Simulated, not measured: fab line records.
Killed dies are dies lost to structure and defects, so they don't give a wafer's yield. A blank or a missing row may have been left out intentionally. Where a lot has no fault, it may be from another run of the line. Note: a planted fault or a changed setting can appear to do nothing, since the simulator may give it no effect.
What tool caused it? + flow n5 finfet + 9 lots with 27 wafers sampled at 5 steps, on a route of 1938 steps

WHAT EACH GAUGE READ, for each wafer
N5_SD_EPI_P_CD_MEAS_09: target cd 240 nm. Usual: 239.7 nm for cd nm, sd 0.98.
| lot  | measured    | on        | cd nm (nm)        | flag |
|------|-------------|-----------|-------------------|------|
| L434 | day 3 04:38 | cd sem-01 | 240.0 241.3 240.6 |      |
| L435 | day 3 10:54 | cd sem-02 | 240.1 239.8 239.7 |      |
| L437 | day 3 23:48 | cd sem-02 | 241.0 241.5 240.9 |      |
| L443 | day 5 17:13 | cd sem-03 | 239.5 239.3 240.2 |      |
| L446 | day 6 06:11 | cd sem-03 | 239.7 238.4 239.9 |      |
| L447 | day 6 13:31 | cd sem-02 | 242.2 242.0 242.8 |      |
| L452 | day 7 18:35 | cd sem-02 | 239.5 238.0 237.8 |      |
| L454 | day 8 10:52 | cd sem-03 | 239.2 239.1 241.0 |      |
| L455 | day 8 15:11 | cd sem-01 | 240.1 240.4 240.7 |      |

N5_BEOL_M4_RC_MEAS_101. Usual: DIBL_N 36.1 mV/V, standard deviation 1.6; DIBL_P 36.6 mV/V, standard deviation 1.9; IOFF_N 0.160 nA/um, standard deviation 0.026; IOFF_P 0.210 nA/um, standard deviation 0.028; ION_N 677 uA/um, standard deviation 10; ION_P 464 uA/um, standard deviation 6.9; SS_N 71.4 mV/dec, standard deviation 0.56; SS_P 73.3 mV/dec, standard deviation 0.61; VT_N 249.1 mV, standard deviation 2.6; VT_P -250 mV, standard deviation 3.3.
| lot  | measured     | on        | DIBL_N (mV/V)  | DIBL_P (mV/V)  | IOFF_N (nA/um)    | IOFF_P (nA/um)    | ION_N (uA/um) | ION_P (uA/um) | SS_N (mV/dec)  | SS_P (mV/dec)  | VT_N (mV)         | VT_P (mV)      | flag |
|------|--------------|-----------|----------------|----------------|-------------------|-------------------|---------------|---------------|----------------|----------------|-------------------|----------------|------|
| L434 | day 7 23:26  | prober-01 | 36.5 38.0 36.2 | 35.3 38.2 35.1 | 0.142 0.173 0.145 | 0.179 0.216 0.173 | 670 682 679   | 466 468 460   | 71.4 71.7 71.7 | 73.5 74.4 73.0 | 250.7 249.5 250.8 | -255 -250 -255 |      |
| L435 | day 8 18:49  | prober-01 | 37.3 34.0 35.0 | 38.1 33.5 34.0 | 0.174 0.107 0.120 | 0.238 0.166 0.170 | 687 657 663   | 473 455 458   | 71.9 71.0 70.8 | 73.8 72.6 73.5 | 250.0 256.2 253.8 | -248 -255 -254 |      |
| L437 | day 9 08:46  | prober-02 | 34.4 36.9 34.8 | 35.0 36.6 35.4 | 0.161 0.190 0.161 | 0.204 0.235 0.207 | 690 685 683   | 473 468 470   | 71.0 71.5 71.2 | 72.9 72.9 72.8 | 247.3 247.2 247.0 | -247 -249 -248 |      |
| L443 | day 10 19:41 | prober-01 | 37.0 37.7 36.6 | 36.2 36.5 34.9 | 0.134 0.139 0.134 | 0.190 0.178 0.172 | 681 664 663   | 463 456 460   | 71.4 71.0 70.8 | 73.1 72.9 73.1 | 250.9 251.3 252.4 | -253 -252 -254 |      |
| L446 | day 11 18:49 | prober-02 | 37.9 38.8 35.5 | 37.7 39.6 34.0 | 0.183 0.205 0.139 | 0.200 0.236 0.154 | 669 692 666   | 446 464 448   | 72.2 71.5 70.5 | 74.2 74.3 72.4 | 247.5 244.7 249.5 | -254 -250 -258 |      |
| L447 | day 11 22:25 | prober-01 | 37.1 35.1 37.8 | 38.9 35.9 38.4 | 0.179 0.148 0.194 | 0.216 0.180 0.211 | 680 679 690   | 464 460 462   | 71.5 71.3 71.9 | 74.3 73.1 73.8 | 247.0 249.2 246.3 | -249 -254 -252 |      |
| L452 | day 13 00:31 | prober-01 | 34.1 37.0 34.3 | 34.9 38.8 35.9 | 0.142 0.183 0.139 | 0.167 0.216 0.183 | 681 687 666   | 456 460 457   | 71.6 72.4 71.3 | 73.3 74.0 73.6 | 250.8 250.0 252.7 | -255 -251 -254 |      |
| L454 | day 13 03:23 | prober-02 | 34.8 35.0 32.6 | 34.4 35.2 32.7 | 0.144 0.152 0.118 | 0.199 0.208 0.181 | 665 677 669   | 460 468 467   | 71.1 71.3 70.9 | 72.9 72.3 72.2 | 249.1 249.2 250.6 | -248 -247 -249 |      |
| L455 | day 13 23:40 | prober-02 | 37.6 35.0 35.9 | 38.1 36.6 36.8 | 0.174 0.144 0.145 | 0.210 0.189 0.185 | 688 675 672   | 464 459 452   | 71.7 71.2 71.4 | 73.8 72.9 73.8 | 248.4 250.1 251.0 | -252 -255 -253 |      |

EACH LOT AND THE TOOL THAT RAN IT (in order: tool; ch and the chambers of the sampled wafers; start)
| lot  | N5_SD_EPI_N_ETCH_45               | N5_SD_EPI_P_EXPOSE_06             | N5_SD_EPI_P_ETCH_37               |
|------|-----------------------------------|-----------------------------------|-----------------------------------|
| L434 | rie diel-01 ch 1,2, day 3 00:47   | arfi scanner-02 ch 0, day 3 04:31 | rie diel-03 ch 1,2,3, day 3 04:52 |
| L435 | rie diel-01 ch 0,2,3, day 3 07:11 | arfi scanner-02 ch 0, day 3 10:47 | rie diel-03 ch 0,1,2, day 3 11:05 |
| L437 | rie diel-02 ch 1,2,3, day 3 19:58 | arfi scanner-03 ch 0, day 3 23:41 | rie diel-05 ch 1,2,3, day 3 23:59 |
| L443 | rie diel-01 ch 1,2, day 5 13:23   | arfi scanner-01 ch 0, day 5 17:06 | rie diel-03 ch 0,2,3, day 5 17:24 |
| L446 | rie diel-01 ch 1,2, day 6 01:37   | arfi scanner-01 ch 0, day 6 06:04 | rie diel-04 ch 0,3, day 6 06:22   |
| L447 | rie diel-02 ch 1,2,3, day 6 09:34 | arfi scanner-01 ch 0, day 6 13:25 | rie diel-04 ch 0,1,3, day 6 14:02 |
| L452 | rie diel-02 ch 0,2,3, day 7 14:30 | arfi scanner-02 ch 0, day 7 18:28 | rie diel-04 ch 0,1, day 7 18:46   |
| L454 | rie diel-01 ch 0,2, day 8 06:18   | arfi scanner-02 ch 0, day 8 10:44 | rie diel-04 ch 0,2, day 8 11:03   |
| L455 | rie diel-01 ch 0,2,3, day 8 10:23 | arfi scanner-03 ch 0, day 8 15:04 | rie diel-03 ch 0,1,2, day 8 15:22 |
- N5_SD_EPI_N_ETCH_45: etches SiOCN in CH3F/O2, target depth 6 nm.
- N5_SD_EPI_P_EXPOSE_06: exposes mask SD P BLK, target cd 240 nm.
- N5_SD_EPI_P_ETCH_37: etches SOC in N2/H2, overetch 108 nm, time 486 s.

AS READ BY THE TOOLS THEMSELVES (means over the sampled wafers that have a number; for cases with no such wafer, the mark the record gives instead)
N5_SD_EPI_N_ETCH_45. Usual: drypump motor current A 5.4 A, standard deviation 0.4; oes product au 0.75 a.u., standard deviation 0.055; rf vpp V 127.8 V, standard deviation 0.9; showerhead plenum p Torr 2.04 Torr, standard deviation 0.045; throttle valve pct 23.30 %, standard deviation 0.13.
| lot  | tool        | drypump motor current A (A) | oes product au (a.u.) | rf vpp V (V) | showerhead plenum p Torr (Torr) | throttle valve pct (%) | flag |
|------|-------------|-----------------------------|-----------------------|--------------|---------------------------------|------------------------|------|
| L434 | rie diel-01 | 5.2                         | 0.80                  | 128.4        | 2.01                            | 23.34                  |      |
| L435 | rie diel-01 | 5.2                         | 0.74                  | 127.2        | 2.02                            | 23.28                  |      |
| L437 | rie diel-02 | 5.6                         | 0.75                  | 127.9        | 2.05                            | 23.38                  |      |
| L443 | rie diel-01 | 5.7                         | 0.80                  | 127.6        | 2.01                            | 23.26                  |      |
| L446 | rie diel-01 | 5.7                         | 0.79                  | 126.8        | 2.01                            | 23.27                  |      |
| L447 | rie diel-02 | 5.6                         | 0.73                  | 128.0        | 2.05                            | 23.41                  |      |
| L452 | rie diel-02 | 5.5                         | 0.80                  | 127.2        | 2.06                            | 23.32                  |      |
| L454 | rie diel-01 | 5.1                         | 0.71                  | 127.5        | 2.02                            | 23.41                  |      |
| L455 | rie diel-01 | 5.2                         | 0.71                  | 127.3        | 2.01                            | 23.34                  |      |

N5_SD_EPI_P_EXPOSE_06. Usual: 39.8 for exposure dose mJ cm2, sd 0.44.
| lot  | tool            | exposure dose mJ cm2 | flag |
|------|-----------------|----------------------|------|
| L434 | arfi scanner-02 | 39.5                 |      |
| L435 | arfi scanner-02 | 39.5                 |      |
| L437 | arfi scanner-03 | 40.1                 |      |
| L443 | arfi scanner-01 | 40.6                 |      |
| L446 | arfi scanner-01 | 40.6                 |      |
| L447 | arfi scanner-01 | 41.5                 | OFF  |
| L452 | arfi scanner-02 | 39.5                 |      |
| L454 | arfi scanner-02 | 39.5                 |      |
| L455 | arfi scanner-03 | 40.1                 |      |

N5_SD_EPI_P_ETCH_37. Usual: drypump motor current A 5.7 A, standard deviation 0.4; oes product au 0.70 a.u., standard deviation 0.064; rf vpp V 240.7 V, standard deviation 1.5; showerhead plenum p Torr 2.54 Torr, standard deviation 0.1; throttle valve pct 23.81 %, standard deviation 0.25.
| lot  | tool        | drypump motor current A (A) | oes product au (a.u.) | rf vpp V (V) | showerhead plenum p Torr (Torr) | throttle valve pct (%) | flag |
|------|-------------|-----------------------------|-----------------------|--------------|---------------------------------|------------------------|------|
| L434 | rie diel-03 | 5.6                         | 0.68                  | 240.3        | 2.50                            | 23.57                  |      |
| L435 | rie diel-03 | 5.6                         | 0.72                  | 240.4        | 2.53                            | 23.63                  |      |
| L437 | rie diel-05 | 6.1                         | 0.69                  | 241.0        | 2.57                            | 23.98                  |      |
| L443 | rie diel-03 | 5.8                         | 0.67                  | 242.2        | 2.58                            | 23.76                  |      |
| L446 | rie diel-04 | 5.6                         | 0.80                  | 241.4        | 2.61                            | 23.57                  |      |
| L447 | rie diel-04 | 5.4                         | 0.76                  | 240.9        | 2.56                            | 23.80                  |      |
| L452 | rie diel-04 | 5.2                         | 0.70                  | 240.8        | 2.51                            | 24.02                  |      |
| L454 | rie diel-04 | 5.5                         | 0.65                  | 238.8        | 2.45                            | 24.03                  |      |
| L455 | rie diel-03 | 5.6                         | 0.70                  | 239.8        | 2.52                            | 23.68                  |      |

THE ANSWER, worked out from the rows above alone
Rule: take the mean of a lot's wafers that have a number; if it is more than 3 standard deviations from the usual mean, the lot is off. A lot without any number at a reading at which 4 lots or more have one is off too. All remaining lots with rows at the step are treated as sound. First the gauges in route order, then the tools' own readings, where a lot's mean is used as printed above. At the first step where some lot is off, the reading lying furthest off is the one used; lots without a number count as furthest.
Off: L447 (N5_SD_EPI_P_EXPOSE_06, exposure dose mJ cm2).
If a tool, at that step or one of the process steps before it, ran each lot that is off and ran no sound lot following the first of them, it fits. One candidate fits, namely arfi scanner-01 at N5_SD_EPI_P_EXPOSE_06. A fault onset in the window from L446 (day 6 06:04, its last sound lot) to L447 (day 6 13:25, its first lot off) fits.

WHAT THE SIMULATOR HAD INSERTED
Process parameter drift: arfi scanner-01, from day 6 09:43 on, at N5_SD_EPI_P_EXPOSE_06. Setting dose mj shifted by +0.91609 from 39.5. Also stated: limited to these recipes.
Struck lots among those shown: L447. This agrees with what the rule above found.
